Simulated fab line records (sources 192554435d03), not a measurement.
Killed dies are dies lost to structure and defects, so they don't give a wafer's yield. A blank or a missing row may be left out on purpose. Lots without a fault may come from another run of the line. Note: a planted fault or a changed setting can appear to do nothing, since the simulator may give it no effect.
fab line records	flow n5_finfet
[record] lots = 24	wafers = 72	last_day = 19
route steps=1938 shown BEOL_M10@1522 BEOL_M11@1539 BEOL_M12@1602
lots untouched by any fault: they come from a run of this same line in which no faults occurred
start_h: the number of hours between the record's first day and the start of the first shown wafer of the lot	wait_h: how many hours have passed since the lot's step before this one	" same as the row above	L1.1+2: a row that stands for several wafers	- no value present, or no start provided	* or withheld: withheld	< > ~ a bound
route shown NAME@n: NAME is a module with steps in the file, n the number in the route of the first one	usual: average and standard deviation across the fault-free wafers	same: alike in all rows	chamber/n: place in a boat	sites: per-site readings	_std_site: standard deviation across them	_edge_site: inner sites' mean taken away from outer sites' mean	radius_mm: how far each site lies from the wafer's centre	mask NAME#n: copy n	behind: the tool/chamber that last shaped the wafer	hold: why the lot was held/for how many hours/how that ended	device: whichever transistor did not switch (one of n, p or np)	end of line: the route-end tests of the same wafers	a step given without rows: its recipe and nothing more	killed: dies that structure and defects cost at the first sort, which is not the same as the wafer's yield	map: a wafer's dies, marking killed ones x, the rest . and places with no die _
set.NAME: setting as actually run; set.NAME@STEP: the setting as run at that earlier step	model.NAME: the simulator's own value behind a step, which no gauge read
a sample of lots followed through the steps of the route, with each step as a table and each wafer as a row
services: when a tool's chamber went out of use (start_h, in hours from the record's first day, below 0 if earlier), for how many hours, and the reason
[[steps]]
[step N5_BEOL_M10_DEGAS_44]
[recipe] ambient = vacuum	temp_c = 250	time_s = 60
[usual] heater_power_w = 341/38
lot.wafer	tool	chamber	start_h	wait_h	heater_power_w
L074.3	pvd_sputter-03	-	255.56	0.5	305
L074.5	"	-	"	"	340
L074.6	"	-	"	"	309
L076.1	pvd_sputter-03	-	261.48	0.5	312
L076.2	"	-	"	"	362
L076.6	"	-	"	"	354
L075.2	pvd_sputter-01	-	262.18	0.5	318
L075.3	"	-	"	"	369
L075.5	"	-	"	"	378
L077.1	pvd_sputter-01	-	268.28	0.4	320
L077.2	"	-	"	"	363
L077.6	"	-	"	"	324
L078.1	pvd_sputter-02	-	277.46	0.3	296
L078.3	"	-	"	"	423
L078.4	"	-	"	"	288
L080.3	pvd_sputter-01	-	287.40	0.4	404
L080.5	"	-	"	"	395
L080.6	"	-	"	"	357
L079.1	pvd_sputter-03	-	291.85	0.4	307
L079.3	"	-	"	"	326
L079.6	"	-	"	"	308
L081.1	pvd_sputter-03	-	294.97	0.9	340
L081.2	"	-	"	"	315
L081.5	"	-	"	"	324
L082.1	pvd_sputter-03	-	300.37	0.6	336
L082.2	"	-	"	"	310
L082.6	"	-	"	"	312
L083.1	pvd_sputter-02	-	304.70	0.7	294
L083.2	"	-	"	"	417
L083.3	"	-	"	"	342
L084.1	pvd_sputter-02	-	310.44	0.4	412
L084.5	"	-	"	"	418
L084.6	"	-	"	"	298
L087.2	pvd_sputter-02	-	318.07	0.5	410
L087.5	"	-	"	"	417
L087.6	"	-	"	"	287
L085.1	pvd_sputter-01	-	329.03	2.0	317
L085.3	"	-	"	"	382
L085.6	"	-	"	"	365
L086.1	pvd_sputter-02	-	334.69	0.7	346
L086.3	"	-	"	"	279
L086.5	"	-	"	"	348
L089.1	pvd_sputter-03	-	336.20	0.4	361
L089.3	"	-	"	"	317
L089.6	"	-	"	"	363
L091.1	pvd_sputter-03	-	342.73	0.5	354
L091.4	"	-	"	"	308
L091.6	"	-	"	"	309
L088.3	pvd_sputter-03	-	342.81	0.4	308
L088.5	"	-	"	"	355
L088.6	"	-	"	"	305
L092.2	pvd_sputter-02	-	346.27	0.5	293
L092.3	"	-	"	"	287
L092.6	"	-	"	"	342
L090.1	pvd_sputter-02	-	356.25	0.5	421
L090.3	"	-	"	"	296
L090.5	"	-	"	"	293
L093.1	pvd_sputter-01	-	379.01	0.3	398
L093.3	"	-	"	"	323
L093.5	"	-	"	"	391
L095.1	pvd_sputter-03	-	379.37	0.3	313
L095.4	"	-	"	"	305
L095.6	"	-	"	"	312
L094.1	pvd_sputter-01	-	386.42	0.7	373
L094.2	"	-	"	"	319
L094.5	"	-	"	"	362
L097.1	pvd_sputter-01	-	403.80	0.6	392
L097.3	"	-	"	"	367
L097.6	"	-	"	"	308
L096.1	pvd_sputter-02	-	407.29	2.2	410
L096.3	"	-	"	"	289
L096.4	"	-	"	"	348
[step N5_BEOL_M11_PECVD_70]
[recipe] material = SiO2	target_thk_a = 200	temp_c = 400	precursor = TEOS/O2	pressure_torr = 5.5	rf_w = 450	teos_flow_sccm = 53.8	gas = O2	flow_sccm = 3000	time_s = 22.7
[usual] heater_power_outer_w = 421/53	heater_power_w = 691/64	showerhead_plenum_p_Torr = 8.79/0.047	throttle_valve_pct = 22.8/1
lot.wafer	tool	chamber	start_h	wait_h	heater_power_outer_w	heater_power_w	showerhead_plenum_p_Torr	since_wet_clean_h	throttle_valve_pct
L074.3	pecvd-03	2	260.08	0.0	406	651	8.80	210	21.9
L074.5	"	0	"	"	394	681	8.79	-	23.1
L074.6	"	1	"	"	370	591	8.79	-	24.3
L076.1	pecvd-02	1	266.27	0.0	396	663	8.79	2058	22.3
L076.2	"	0	"	"	445	739	8.75	1333	23.0
L076.6	"	2	"	"	540	802	8.76	-	21.2
L075.2	pecvd-02	0	267.75	0.0	368	653	8.76	1334	23.3
L075.3	"	1	"	"	397	654	8.78	2059	21.9
L075.5	"	2	"	"	507	750	8.79	-	21.3
L077.1	pecvd-04	2	271.19	0.0	447	759	8.70	402	21.4
L077.2	"	0	"	"	371	663	8.87	1156	24.2
L077.6	"	2	"	"	457	767	8.71	-	21.3
L078.1	pecvd-03	0	281.06	0.0	449	756	8.78	985	23.1
L078.3	"	2	"	"	349	569	8.80	231	22.2
L078.4	"	1	"	"	404	638	8.76	-	24.5
L080.3	pecvd-03	1	289.93	0.0	433	680	8.79	1719	24.6
L080.5	"	1	"	"	439	698	8.80	-	24.3
L080.6	"	0	"	"	421	720	8.79	-	23.1
L079.1	pecvd-04	0	294.76	0.0	324	617	8.87	1180	24.1
L079.3	"	2	"	"	485	794	8.70	426	21.4
L079.6	"	0	"	"	331	616	8.87	-	24.1
L081.1	pecvd-03	2	297.78	0.0	378	614	8.81	248	22.2
L081.2	"	0	"	"	432	721	8.80	1002	23.0
L081.5	"	1	"	"	457	715	8.75	-	24.7
L082.1	pecvd-02	2	303.74	0.0	517	775	8.77	596	21.3
L082.2	"	1	"	"	399	674	8.77	2095	22.0
L082.6	"	1	"	"	400	660	8.77	-	21.9
L083.1	pecvd-02	1	307.07	0.0	382	633	8.79	2098	21.9
L083.2	"	0	"	"	404	677	8.74	1373	23.2
L083.3	"	2	"	"	537	762	8.80	600	21.3
L084.1	pecvd-02	1	312.82	0.0	429	681	8.77	2104	21.8
L084.5	"	1	"	"	423	694	8.77	-	22.0
L084.6	"	0	"	"	465	788	8.78	-	23.1
L087.2	pecvd-04	1	320.70	0.0	468	698	8.87	1931	23.1
L087.5	"	2	"	"	380	669	8.71	-	21.7
L087.6	"	0	"	"	359	635	8.86	-	24.2
L085.1	pecvd-03	2	332.17	0.0	384	612	8.79	282	22.4
L085.3	"	0	"	"	427	732	8.77	1036	23.1
L085.6	"	2	"	"	382	602	8.75	-	22.3
L086.1	pecvd-03	0	337.42	0.0	349	635	8.78	1041	22.8
L086.3	"	1	"	"	456	719	8.77	1766	24.7
L086.5	"	2	"	"	377	617	8.80	-	22.3
L089.1	pecvd-03	0	340.31	0.0	442	757	8.76	1044	23.4
L089.3	"	1	"	"	421	686	8.78	1769	24.2
L089.6	"	2	"	"	317	534	8.79	-	22.4
L091.1	pecvd-04	2	345.07	0.0	489	831	8.72	476	21.8
L091.4	"	0	"	"	364	648	8.88	-	24.1
L091.6	"	2	"	"	473	808	8.68	-	21.6
L088.3	pecvd-02	2	345.48	0.0	508	768	8.77	638	21.1
L088.5	"	2	"	"	511	782	8.77	-	21.4
L088.6	"	1	"	"	455	756	8.77	-	22.1
L092.2	pecvd-03	2	348.73	0.0	378	612	8.79	299	22.2
L092.3	"	1	"	"	476	756	8.80	1778	24.6
L092.6	"	1	"	"	471	748	8.80	-	24.6
L090.1	pecvd-02	2	360.35	0.0	488	740	8.77	653	21.5
L090.3	"	2	"	"	496	761	8.77	-	21.3
L090.5	"	0	"	"	381	687	8.76	-	23.4
L093.1	pecvd-02	0	381.35	0.0	367	658	8.75	1448	23.2
L093.3	"	2	"	"	497	742	8.78	674	21.5
L093.5	"	1	"	"	447	695	8.79	-	22.0
L095.1	pecvd-03	2	382.58	0.0	347	569	8.81	332	22.5
L095.4	"	0	"	"	331	610	8.80	-	23.0
L095.6	"	1	"	"	475	769	8.77	-	24.4
L094.1	pecvd-04	1	389.78	0.0	405	620	8.85	2000	23.0
L094.2	"	0	"	"	312	571	8.85	1275	24.1
L094.5	"	0	"	"	311	575	8.87	-	24.4
L097.1	pecvd-04	0	407.97	0.0	364	642	8.88	1293	24.2
L097.3	"	2	"	"	489	812	8.70	539	21.7
L097.6	"	0	"	"	362	647	8.87	-	23.9
L096.1	pecvd-04	2	410.00	0.0	450	760	8.70	541	21.9
L096.3	"	0	"	"	342	634	8.84	1295	24.0
L096.4	"	2	"	"	452	771	8.71	-	21.8
[step N5_BEOL_M11_CD_MEAS_11]
[recipe] target_cd_nm = 64.1	landing_energy_ev = 500	detector = se_inlens	polarity = opening
[usual] cd_nm = 64.1/0.55
[same] landing_energy_ev = 500
lot.wafer	tool	chamber	start_h	wait_h	cd_nm
L074.3	cd_sem-02	0	261.20	-	63.5
L074.5	"	0	"	"	64.0
L074.6	"	0	"	"	64.0
L076.1	cd_sem-01	0	267.92	-	64.2
L076.2	"	0	"	"	64.0
L076.6	"	0	"	"	64.1
L075.2	cd_sem-02	0	268.89	-	63.2
L075.3	"	0	"	"	63.5
L075.5	"	0	"	"	64.5
L077.1	cd_sem-01	0	272.09	-	63.1
L077.2	"	0	"	"	63.6
L077.6	"	0	"	"	63.2
L078.1	cd_sem-02	0	283.67	-	63.9
L078.3	"	0	"	"	63.7
L078.4	"	0	"	"	63.6
L080.3	cd_sem-02	0	291.55	-	64.8
L080.5	"	0	"	"	64.3
L080.6	"	0	"	"	64.4
L079.1	cd_sem-03	0	296.01	-	64.7
L079.3	"	0	"	"	64.4
L079.6	"	0	"	"	64.7
L081.1	cd_sem-03	0	298.70	-	63.9
L081.2	"	0	"	"	64.0
L081.5	"	0	"	"	63.2
L082.1	cd_sem-02	0	305.09	-	63.8
L082.2	"	0	"	"	63.3
L082.6	"	0	"	"	63.5
L083.1	cd_sem-01	0	308.78	-	63.7
L083.2	"	0	"	"	63.0
L083.3	"	0	"	"	63.2
L084.1	cd_sem-01	0	313.94	-	63.8
L084.5	"	0	"	"	64.1
L084.6	"	0	"	"	63.3
L087.2	cd_sem-02	0	323.76	-	65.3
L087.5	"	0	"	"	64.7
L087.6	"	0	"	"	64.4
L085.1	cd_sem-03	0	333.76	-	64.3
L085.3	"	0	"	"	64.2
L085.6	"	0	"	"	64.0
L086.1	cd_sem-01	0	339.08	-	63.9
L086.3	"	0	"	"	63.7
L086.5	"	0	"	"	63.5
L089.1	cd_sem-01	0	342.49	-	64.5
L089.3	"	0	"	"	64.0
L089.6	"	0	"	"	63.8
L091.1	cd_sem-03	0	346.43	-	64.2
L091.4	"	0	"	"	63.9
L091.6	"	0	"	"	63.6
L088.3	cd_sem-03	0	346.72	-	64.3
L088.5	"	0	"	"	64.7
L088.6	"	0	"	"	63.6
L092.2	cd_sem-03	0	349.52	-	64.5
L092.3	"	0	"	"	64.0
L092.6	"	0	"	"	65.3
L090.1	cd_sem-03	0	361.07	-	63.5
L090.3	"	0	"	"	63.9
L090.5	"	0	"	"	63.9
L093.1	cd_sem-02	0	382.66	-	64.8
L093.3	"	0	"	"	65.0
L093.5	"	0	"	"	64.3
L095.1	cd_sem-01	0	383.45	-	64.1
L095.4	"	0	"	"	64.5
L095.6	"	0	"	"	64.1
L094.1	cd_sem-02	0	391.38	-	64.3
L094.2	"	0	"	"	63.2
L094.5	"	0	"	"	64.3
L097.1	cd_sem-03	0	408.83	-	63.2
L097.3	"	0	"	"	63.5
L097.6	"	0	"	"	63.3
L096.1	cd_sem-03	0	411.32	-	64.8
L096.3	"	0	"	"	64.6
L096.4	"	0	"	"	65.0
[step N5_BEOL_M11_HM_OPEN_17]
[recipe] chemistry = Cl2/BCl3	target_depth_a = 200	overetch_a = 60	target = TiN	mask_material = SOC	ion_energy_ev = 150	pressure_mtorr = 10	icp_w = 1000	bias_w = 126	Cl2_flow_sccm = 53.25	bcl3_flow_sccm = 21.75	Ar_flow_sccm = 25
[usual] drypump_motor_current_A = 5.9/0.37	oes_product_au = 0.65/0.096	throttle_valve_pct = 22.20/0.13
lot.wafer	tool	chamber	start_h	wait_h	drypump_motor_current_A	oes_product_au	rf_hours_counter_h	throttle_valve_pct
L074.3	rie_metal-03	1	261.58	0.1	6.0	0.64	-	22.09
L074.5	"	0	"	"	6.4	0.58	-	22.23
L074.6	"	1	"	"	6.0	0.63	-	22.12
L076.1	rie_metal-03	0	268.41	0.0	6.4	0.59	73	22.23
L076.2	"	1	"	"	6.0	0.63	47	22.11
L076.6	"	1	"	"	6.0	0.64	-	22.09
L075.2	rie_metal-01	0	269.25	0.0	5.6	0.80	4	22.23
L075.3	"	1	"	"	5.7	0.55	-	22.15
L075.5	"	1	"	"	5.7	0.55	-	22.15
L077.1	rie_metal-02	1	272.58	0.0	5.2	0.58	87	22.41
L077.2	"	0	"	"	5.7	0.54	116	22.42
L077.6	"	0	"	"	5.6	0.54	-	22.45
L078.1	rie_metal-03	1	284.03	0.0	6.0	0.63	49	22.10
L078.3	"	1	"	"	6.0	0.64	-	22.11
L078.4	"	0	"	"	6.3	0.59	-	22.23
L080.3	rie_metal-03	1	291.93	0.1	6.0	0.63	-	22.12
L080.5	"	0	"	"	6.4	0.58	-	22.25
L080.6	"	1	"	"	6.0	0.64	-	22.12
L079.1	rie_metal-03	1	296.37	0.0	6.0	0.63	50	22.11
L079.3	"	0	"	"	6.4	0.58	-	22.24
L079.6	"	1	"	"	6.0	0.63	-	22.11
L081.1	rie_metal-03	1	299.15	0.0	6.0	0.63	50	22.11
L081.2	"	0	"	"	6.4	0.58	76	22.26
L081.5	"	0	"	"	6.4	0.58	-	22.24
L082.1	rie_metal-01	0	305.70	0.0	5.5	0.79	7	22.24
L082.2	"	1	"	"	5.7	0.56	109	22.14
L082.6	"	0	"	"	5.6	0.78	-	22.23
L083.1	rie_metal-02	1	309.14	0.0	5.3	0.58	93	22.41
L083.2	"	1	"	"	5.3	0.57	-	22.42
L083.3	"	1	"	"	5.3	0.58	-	22.41
L084.1	rie_metal-02	1	314.30	0.0	5.2	0.57	93	22.46
L084.5	"	1	"	"	5.3	0.57	-	22.41
L084.6	"	0	"	"	5.6	0.88	-	22.32
L087.2	rie_metal-03	1	324.11	0.0	6.0	0.63	52	22.11
L087.5	"	1	"	"	6.0	0.63	-	22.12
L087.6	"	0	"	"	6.4	0.59	-	22.24
L085.1	rie_metal-03	1	334.14	0.0	6.0	0.63	54	22.10
L085.3	"	0	"	"	6.4	0.58	-	22.25
L085.6	"	1	"	"	6.0	0.63	-	22.14
L086.1	rie_metal-01	0	339.44	0.0	5.6	0.76	12	22.24
L086.3	"	1	"	"	5.7	0.84	-	21.92
L086.5	"	0	"	"	5.6	0.75	-	22.23
L089.1	rie_metal-01	1	342.92	0.0	5.7	0.83	1	21.93
L089.3	"	0	"	"	5.6	0.76	-	22.26
L089.6	"	0	"	"	5.5	0.75	-	22.26
L091.1	rie_metal-03	1	346.79	0.0	6.0	0.62	55	22.13
L091.4	"	1	"	"	6.0	0.63	-	22.11
L091.6	"	1	"	"	6.0	0.63	-	22.11
L088.3	rie_metal-01	1	347.11	0.1	5.7	0.82	-	21.93
L088.5	"	1	"	"	5.7	0.81	-	21.93
L088.6	"	0	"	"	5.5	0.76	-	22.24
L092.2	rie_metal-03	1	349.88	0.0	6.0	0.62	55	22.11
L092.3	"	1	"	"	6.0	0.63	-	22.10
L092.6	"	0	"	"	6.4	0.57	-	22.27
L090.1	rie_metal-01	0	361.43	0.0	5.6	0.75	15	22.24
L090.3	"	0	"	"	5.6	0.75	-	22.26
L090.5	"	0	"	"	5.6	0.75	-	22.24
L093.1	rie_metal-03	0	383.02	0.0	6.4	0.56	84	22.28
L093.3	"	1	"	"	6.0	0.62	-	22.13
L093.5	"	1	"	"	6.0	0.62	-	22.13
L095.1	rie_metal-02	0	383.81	0.0	5.6	0.80	6	22.35
L095.4	"	0	"	"	5.6	0.80	-	22.31
L095.6	"	1	"	"	5.3	0.56	-	22.44
L094.1	rie_metal-03	0	391.87	0.0	6.4	0.56	85	22.26
L094.2	"	1	"	"	6.0	0.62	59	22.13
L094.5	"	1	"	"	6.0	0.62	-	22.12
L097.1	rie_metal-01	0	409.47	0.0	5.6	0.74	18	22.26
L097.3	"	1	"	"	5.6	0.79	-	21.94
L097.6	"	1	"	"	5.7	0.78	-	21.94
L096.1	rie_metal-03	1	412.13	0.0	6.0	0.60	61	22.15
L096.3	"	0	"	"	6.4	0.57	-	22.27
L096.4	"	1	"	"	6.0	0.61	-	22.13
[step N5_BEOL_M11_CMP_52]
[recipe] stop_on = SiCOH_lowk	t_overpolish_s = 7	down_force_psi = 1	platen_rpm = 50	clearing_platen_down_force_psi = 1.5	clearing_platen_rpm = 50	post_cmp_clean = cu_alkaline	target_thk_nm = 140	clearing_platen_pad_velocity_m_s = 0.99484	pad_velocity_m_s = 0.99484
[usual] barrier_field_endpoint_s = 28.9/0.66	motor_current_A = 6.0/0.59	overpolish_run_s = 7.000/0.0095	time_to_endpoint_s = 65.8/3
lot.wafer	tool	chamber	start_h	wait_h	barrier_field_endpoint_s	motor_current_A	overpolish_run_s	time_to_endpoint_s
L074.3	cmp-02	2	265.40	0.2	28.8	6.0	6.999	67.3
L074.6	"	2	"	"	29.0	6.0	7.009	63.8
L074.5	"	3	"	"	29.4	6.7	7.010	65.9
L076.2	cmp-03	1	272.50	0.3	30.1	5.2	7.001	68.3
L076.1	"	2	"	"	29.3	6.2	6.987	68.4
L076.6	"	1	"	"	30.1	5.1	7.013	70.2
L075.2	cmp-04	1	272.74	0.2	28.5	6.0	6.981	62.1
L075.3	"	0	"	"	29.6	6.1	6.995	66.5
L075.5	"	1	"	"	28.9	5.6	7.007	61.0
L077.1	cmp-02	1	280.69	0.3	29.2	5.3	6.994	64.4
L077.2	"	2	"	"	29.6	5.9	6.995	70.8
L077.6	"	2	"	"	29.6	6.1	6.999	67.0
L078.1	cmp-03	0	288.57	0.3	28.8	7.4	6.985	64.2
L078.4	"	1	"	"	29.6	5.0	6.999	66.8
L078.3	"	3	"	"	27.1	5.8	7.007	63.1
L080.3	cmp-02	3	297.54	0.3	28.8	6.1	6.993	65.1
L080.6	"	0	"	"	29.5	5.3	6.991	67.0
L080.5	"	1	"	"	28.5	5.5	6.981	64.8
L079.3	cmp-04	2	301.82	0.2	28.3	6.4	6.992	63.0
L079.1	"	1	"	"	28.8	5.8	7.001	64.1
L079.6	"	2	"	"	29.7	6.2	6.996	62.1
L081.2	cmp-03	0	304.15	0.2	28.9	6.9	7.001	66.5
L081.1	"	2	"	"	29.0	6.4	6.986	67.5
L081.5	"	0	"	"	29.2	7.3	6.989	65.2
L082.1	cmp-04	3	311.65	0.3	28.1	6.3	6.995	64.8
L082.2	"	1	"	"	28.6	5.9	7.016	65.5
L082.6	"	3	"	"	28.5	6.5	6.994	63.3
L083.1	cmp-03	3	312.15	0.3	27.5	6.7	6.999	64.3
L083.3	"	0	"	"	28.5	7.3	6.988	65.3
L083.2	"	2	"	"	28.8	6.3	7.013	70.4
L084.1	cmp-02	1	319.29	0.3	28.6	5.6	7.012	62.4
L084.5	"	1	"	"	29.0	5.6	6.995	60.8
L084.6	"	2	"	"	29.4	6.0	6.984	64.8
L087.2	cmp-03	0	328.85	0.2	28.3	7.3	7.003	60.7
L087.5	"	0	"	"	28.8	7.3	7.002	63.7
L087.6	"	1	"	"	30.1	5.0	6.999	63.9
L085.3	cmp-04	1	338.71	0.2	28.8	5.6	7.000	63.7
L085.1	"	2	"	"	27.8	6.2	6.986	63.2
L085.6	"	0	"	"	29.9	5.8	7.001	70.6
L086.1	cmp-03	0	343.69	0.3	28.8	7.3	6.994	68.8
L086.3	"	1	"	"	29.8	4.9	7.012	71.7
L086.5	"	0	"	"	28.2	7.1	7.023	64.1
L089.1	cmp-03	2	347.01	0.3	29.8	6.3	7.007	72.2
L089.3	"	0	"	"	29.7	7.1	7.013	68.6
L089.6	"	2	"	"	30.3	6.2	7.001	71.2
L091.4	cmp-03	3	350.95	0.2	27.8	6.1	6.998	61.0
L091.1	"	1	"	"	30.5	5.1	7.011	70.4
L091.6	"	3	"	"	28.7	6.0	6.993	65.9
L088.3	cmp-02	3	352.73	0.2	28.6	6.3	6.994	65.5
L088.6	"	1	"	"	27.9	5.7	7.002	62.3
L088.5	"	2	"	"	29.4	6.0	6.995	65.6
L092.2	cmp-04	0	355.91	0.4	28.8	5.8	7.000	71.4
L092.3	"	1	"	"	27.7	6.0	6.983	65.9
L092.6	"	0	"	"	29.1	5.9	7.003	65.8
L090.1	cmp-04	3	369.24	0.3	28.8	6.3	7.011	63.7
L090.3	"	0	"	"	29.9	6.3	6.994	66.7
L090.5	"	3	"	"	29.3	6.2	7.013	65.4
L093.3	cmp-02	3	386.95	0.3	28.7	6.3	7.001	57.7
L093.1	"	1	"	"	27.6	5.7	6.979	59.9
L093.5	"	3	"	"	28.5	6.1	6.996	62.4
L095.1	cmp-03	3	388.33	0.3	28.3	6.2	6.990	66.6
L095.4	"	0	"	"	29.3	7.5	7.020	68.1
L095.6	"	2	"	"	29.3	6.4	6.998	68.6
L094.2	cmp-02	1	397.79	0.4	29.6	5.3	6.994	66.8
L094.1	"	2	"	"	29.4	6.0	7.018	71.4
L094.5	"	2	"	"	30.1	5.9	7.000	68.1
L097.3	cmp-04	1	413.54	0.2	28.7	5.9	7.004	66.0
L097.1	"	0	"	"	28.9	5.8	6.999	70.7
L097.6	"	2	"	"	28.5	5.9	6.995	65.3
L096.4	cmp-04	0	416.23	0.1	29.9	5.9	7.003	67.2
L096.3	"	1	"	"	29.1	5.7	7.006	65.1
L096.1	"	3	"	"	28.8	6.2	6.998	66.7
[step N5_BEOL_M12_ILD_DEP_00]
[recipe] material = SiOC	target_thk_a = 6589.2	temp_c = 350	precursor = DEMS/O2	pressure_torr = 5	rf_w = 500	time_s = 130.7
[usual] heater_power_outer_w = 258/39	heater_power_w = 466/55	showerhead_plenum_p_Torr = 5.694/0.016	throttle_valve_pct = 12.4/0.49
lot.wafer	tool	chamber	start_h	wait_h	heater_power_outer_w	heater_power_w	showerhead_plenum_p_Torr	since_wet_clean_h	throttle_valve_pct
L074.3	pecvd-01	1	265.88	0.0	290	585	5.728	1514	12.2
L074.5	"	1	"	"	219	491	5.711	-	12.0
L074.6	"	2	"	"	323	516	5.670	-	12.1
L076.1	pecvd-03	0	272.94	0.0	229	453	5.687	977	12.4
L076.2	"	1	"	"	266	480	5.677	1702	13.1
L076.6	"	0	"	"	245	470	5.695	-	12.3
L075.2	pecvd-01	0	273.23	0.0	301	504	5.691	796	12.7
L075.3	"	1	"	"	288	578	5.715	1521	12.4
L075.5	"	1	"	"	300	597	5.717	-	12.1
L077.1	pecvd-04	2	281.17	0.0	244	476	5.680	412	11.5
L077.2	"	0	"	"	199	426	5.713	1166	13.2
L077.6	"	1	"	"	221	393	5.705	-	12.3
L078.1	pecvd-03	1	289.06	0.0	286	490	5.692	1718	13.2
L078.3	"	0	"	"	246	476	5.694	993	12.4
L078.4	"	0	"	"	256	490	5.692	-	12.1
L080.3	pecvd-04	0	297.91	0.0	173	380	5.704	1183	13.0
L080.5	"	0	"	"	194	403	5.719	-	13.0
L080.6	"	2	"	"	293	541	5.672	-	11.7
L079.1	pecvd-01	0	302.31	0.0	273	451	5.683	825	13.0
L079.3	"	2	"	"	312	475	5.655	37	12.0
L079.6	"	0	"	"	282	473	5.683	-	12.5
L081.1	pecvd-03	1	304.63	0.0	292	488	5.696	1734	13.2
L081.2	"	2	"	"	212	388	5.698	255	11.5
L081.5	"	2	"	"	225	414	5.696	-	12.2
L082.1	pecvd-01	0	312.13	0.0	276	469	5.683	835	12.8
L082.2	"	1	"	"	306	594	5.707	1560	12.0
L082.6	"	2	"	"	285	473	5.672	-	12.1
L083.1	pecvd-03	1	312.63	0.0	283	480	5.702	1742	13.0
L083.2	"	2	"	"	242	444	5.696	263	11.8
L083.3	"	0	"	"	252	476	5.712	1017	12.1
L084.1	pecvd-01	2	319.77	0.0	324	506	5.683	54	12.1
L084.5	"	1	"	"	270	534	5.726	-	11.8
L084.6	"	2	"	"	248	416	5.682	-	12.0
L087.2	pecvd-03	1	329.33	0.0	254	451	5.693	1758	13.0
L087.5	"	0	"	"	252	473	5.691	-	12.3
L087.6	"	1	"	"	296	496	5.681	-	12.9
L085.1	pecvd-03	2	339.11	0.0	243	430	5.708	289	11.9
L085.3	"	0	"	"	240	470	5.688	1043	12.4
L085.6	"	1	"	"	304	516	5.695	-	13.3
L086.1	pecvd-01	1	344.18	0.0	245	526	5.706	1592	12.1
L086.3	"	2	"	"	251	415	5.661	79	12.2
L086.5	"	1	"	"	272	565	5.708	-	12.2
L089.1	pecvd-01	1	347.45	0.0	282	570	5.704	1595	12.2
L089.3	"	0	"	"	307	508	5.687	870	12.8
L089.6	"	1	"	"	309	582	5.709	-	12.2
L091.1	pecvd-04	0	351.39	0.0	219	417	5.706	1237	13.1
L091.4	"	2	"	"	311	562	5.671	-	11.5
L091.6	"	0	"	"	149	357	5.715	-	12.9
L088.3	pecvd-01	2	353.13	0.0	324	508	5.660	88	12.1
L088.5	"	1	"	"	212	478	5.729	-	12.1
L088.6	"	0	"	"	288	492	5.683	-	13.1
L092.2	pecvd-04	2	356.39	0.0	254	508	5.675	488	11.5
L092.3	"	1	"	"	256	439	5.715	1967	12.6
L092.6	"	0	"	"	152	344	5.716	-	12.9
L090.1	pecvd-03	0	369.72	0.0	228	435	5.691	1074	12.1
L090.3	"	2	"	"	190	352	5.698	320	12.1
L090.5	"	0	"	"	241	459	5.685	-	12.0
L093.1	pecvd-04	2	387.42	0.0	271	519	5.687	519	11.6
L093.3	"	1	"	"	293	464	5.695	1998	12.5
L093.5	"	2	"	"	285	529	5.681	-	11.9
L095.1	pecvd-04	0	388.76	0.0	185	399	5.698	1274	12.8
L095.4	"	1	"	"	292	464	5.702	-	12.7
L095.6	"	2	"	"	261	518	5.685	-	11.7
L094.1	pecvd-03	0	398.30	0.0	198	421	5.700	1102	12.2
L094.2	"	1	"	"	289	483	5.688	1827	13.1
L094.5	"	0	"	"	227	455	5.697	-	12.3
L097.1	pecvd-03	1	414.02	0.0	285	499	5.701	1843	13.1
L097.3	"	0	"	"	221	425	5.694	1118	12.3
L097.6	"	1	"	"	297	515	5.695	-	13.2
L096.1	pecvd-01	2	416.72	0.0	280	455	5.665	151	12.3
L096.3	"	0	"	"	290	488	5.691	939	13.1
L096.4	"	2	"	"	300	462	5.670	-	12.2
[[services]]
tool	chamber	start_h	hours	kind
cmp-02	-	233.10	2.4	repair
pecvd-03	2	234.72	9.0	repair
rie_metal-01	-	236.50	1.4	pm
cmp-02	-	237.39	0.2	repair
cmp-03	-	240.72	4.0	pm
pecvd-04	0	256.02	5.2	repair
cmp-03	-	257.37	10.0	repair
rie_metal-02	1	264.88	4.3	repair
pecvd-04	2	301.00	2.5	repair
cmp-04	-	314.51	2.5	repair
cmp-02	-	326.12	3.4	repair
cmp-03	-	332.25	1.2	repair
pecvd-02	-	337.78	0.8	pm
cmp-02	-	339.88	4.0	pm
cmp-02	-	348.85	2.7	repair
cmp-02	-	359.71	0.6	repair
pecvd-01	-	366.19	2.0	repair
pecvd-03	-	366.60	2.4	repair
cmp-04	-	375.31	20.7	repair
cmp-03	-	379.25	3.6	repair
pecvd-03	0	385.04	4.2	repair
pecvd-04	2	398.05	4.6	repair
pvd_sputter-02	-	398.94	1.0	repair
pecvd-01	-	409.21	1.3	repair
[[key]]
fault none
